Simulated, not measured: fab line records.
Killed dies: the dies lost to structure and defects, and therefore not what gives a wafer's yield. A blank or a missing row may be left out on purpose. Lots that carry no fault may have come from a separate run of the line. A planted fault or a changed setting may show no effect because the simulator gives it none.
Struck lot and sound lot, side by side | flow nandHarc | 35 steps out of a route of 1159
Sound: the wafers L481.1, L481.2, L481.6. Struck: wafers L491.1, L491.3, L491.5. The cause is given at the end.
Order at every step that has rows: each side's tool, ch and its chambers, its first start. Under that, the readings that differ: sound wafers | struck wafers | difference of the means | sigmas: that difference in standard deviations of wafers without a fault.
alike: words and numbers the same on both sides, and readings whose means are apart by under 2 such deviations; not compared: readings that were withheld, readings missing a value for some wafer, numbers with overlapping values and no deviation given by the record, and bounds like >300 which may hide the same value.
A row with sigmas, a row that says differs or no value, or rows on one side alone: a step with any of these is where the two part. Numbers that don't overlap but have no deviation are shown without sigmas and don't part them. Lack of a reading on every wafer of one side parts them only where that side has two or more wafers.

first, 2 steps without rows for these wafers: NHARC_A_SLIT_PRECLEAN_19 (cleans in SC1); NHARC_A_SLIT_SRD_20.
NHARC_A_SLIT_CD_MEAS_21:
  struck on cdSem-02, day 17 16:02; sound on cdSem-01, day 15 02:14
  alike: cdNm
then, 3 steps without rows for these wafers: NHARC_A_SIN_REMOVE_WET_00 (chemistry H3PO4, time 15300 s); NHARC_A_SIN_REMOVE_PRECLEAN_01 (cleans in SC1); NHARC_A_SIN_REMOVE_SRD_02.
NHARC_A_SIN_REMOVE_INSPECT_04:
  struck on defectInspect-01, day 17 23:43; sound on defectInspect-01, day 15 07:22
  alike: rawDefectCount
then, 3 steps without rows for these wafers: NHARC_A_WL_FILL_ALD_00 (deposits Al2O3, target thk 3 nm, pulse time 3 s, ald cycles 30); NHARC_A_WL_FILL_RTA_01 (time 5 s); NHARC_A_WL_FILL_ALD_02 (deposits TiN, target thk 2 nm, pulse time 3 s, ald cycles 100).
NHARC_A_WL_FILL_CVD_03: deposits W, target thk 40 nm, time 3302 s.
  sound on cvdW-02 ch 0,1, day 15 11:10; struck on cvdW-02 ch 0,1, day 18 04:42
  alike: heaterPowerW, mfcH2Sccm, throttleValvePct
then, 2 steps without rows for these wafers: NHARC_A_WL_FILL_ETCHBACK_04 (etches the open film in NF3, target depth 60 nm, time 120 s); NHARC_A_WL_FILL_ETCHBACK_05 (etches the open film in Cl2/BCl3, target depth 22 nm, time 60 s).
NHARC_A_WL_FILL_STRIP_27: strips in N2/H2, time 20 s.
  sound on plasmaAsher-02 ch 0,1, day 15 14:50; struck on plasmaAsher-01 ch 1, day 18 07:55
reading          | sound          | struck | difference                    | sigmas
rfReflPowerW (W) | 18.4 22.2 23.0 | - - -  | no value on the struck wafers | 
  alike: drypumpMotorCurrentA, heaterPowerW, tempC
  not compared: rfHoursCounterH
then, 4 steps without rows for these wafers: NHARC_A_WL_FILL_STRIP_28 (strips in post etch residue remover, time 1200 s); NHARC_A_WL_FILL_PRECLEAN_06 (cleans in DIW, time 300 s); NHARC_A_WL_FILL_SRD_07; NHARC_A_WL_FILL_ANNEAL_08 (time 1800 s).
NHARC_A_WL_FILL_ALD_10: deposits SiO2, target thk 50 nm, pulse time 10 s, ald cycles 500.
  sound on aldHk-01 ch 0,1,2, day 15 18:02; struck on aldHk-01 ch 2,3, day 18 15:30
  alike: heaterPowerW, precursorPulseHeightRel
then, 9 steps without rows for these wafers: NHARC_A_WL_FILL_ETCHBACK_16 (etches the open film in C4F8/O2/Ar, target depth 88 nm, time 17.6 s); NHARC_A_WL_FILL_STRIP_29 (strips in O2, time 20 s); NHARC_A_WL_FILL_ETCHBACK_17 (etches the open film in Cl2/BCl3, target depth 4 nm, time 26.7 s); NHARC_A_WL_FILL_PRECLEAN_18 (cleans in dHF, time 30 s); NHARC_A_WL_FILL_SRD_21; NHARC_A_WL_FILL_CVD_23 (deposits poly-Si, target thk 40 nm, time 800 s); NHARC_A_WL_FILL_ETCHBACK_26 (etches the open film in HBr, target depth 52 nm, time 13.3 s); NHARC_A_WL_FILL_PRECLEAN_30 (cleans in dHF, time 10 s); NHARC_A_WL_FILL_SRD_14.
NHARC_A_WL_FILL_ALD_19: deposits TiN, target thk 2 nm, pulse time 3 s, ald cycles 100.
  sound on aldMetal-01 ch 1,2, day 16 04:17; struck on aldMetal-01 ch 0,2, day 19 01:49
  alike: heaterPowerW, precursorPulseHeightRel
then, 1 step without rows for these wafers: NHARC_A_WL_FILL_CVD_20 (deposits W, target thk 75 nm, time 5064 s).
NHARC_A_WL_FILL_CMP_12: polishes, t overpolish 30 s, target thk 75 nm.
  sound on cmp-02 ch 1,2,3, day 16 10:06; struck on cmp-01 ch 2,3, day 19 07:35
reading             | sound          | struck         | difference | sigmas
timeToEndpointS (s) | 18.9 15.1 18.1 | 12.7 10.1 13.7 | -5.2       | -2
  alike: edgeZonePressureFrac, motorCurrentA, overpolishRunS
then, 2 steps without rows for these wafers: NHARC_A_WL_FILL_SRD_31; NHARC_A_CONTACT_DEP_24 (deposits SiO2, target thk 500 nm).
NHARC_A_CONTACT_DEP_28: deposits aC, target thk 3600 nm.
  sound on aclDep-02 ch 0, day 16 15:08; struck on aclDep-02 ch 0, day 19 09:46
  alike: throttleValvePct
-- jump in the record: it breaks off in module A_CONTACT and resumes in module END (first step shown: number 1159 of the route), and 3 days separate the struck wafers' starts before and after --
NHARC_END_SORT_01:
  at this point the record logs the struck wafers (prober-01 ch 0, day 22 07:21) and has no rows for the sound ones

## WHERE THEY PART
Last at NHARC_END_SORT_01 as far as this record goes, first at NHARC_A_WL_FILL_STRIP_27.

WHY: what had been put in by the simulator
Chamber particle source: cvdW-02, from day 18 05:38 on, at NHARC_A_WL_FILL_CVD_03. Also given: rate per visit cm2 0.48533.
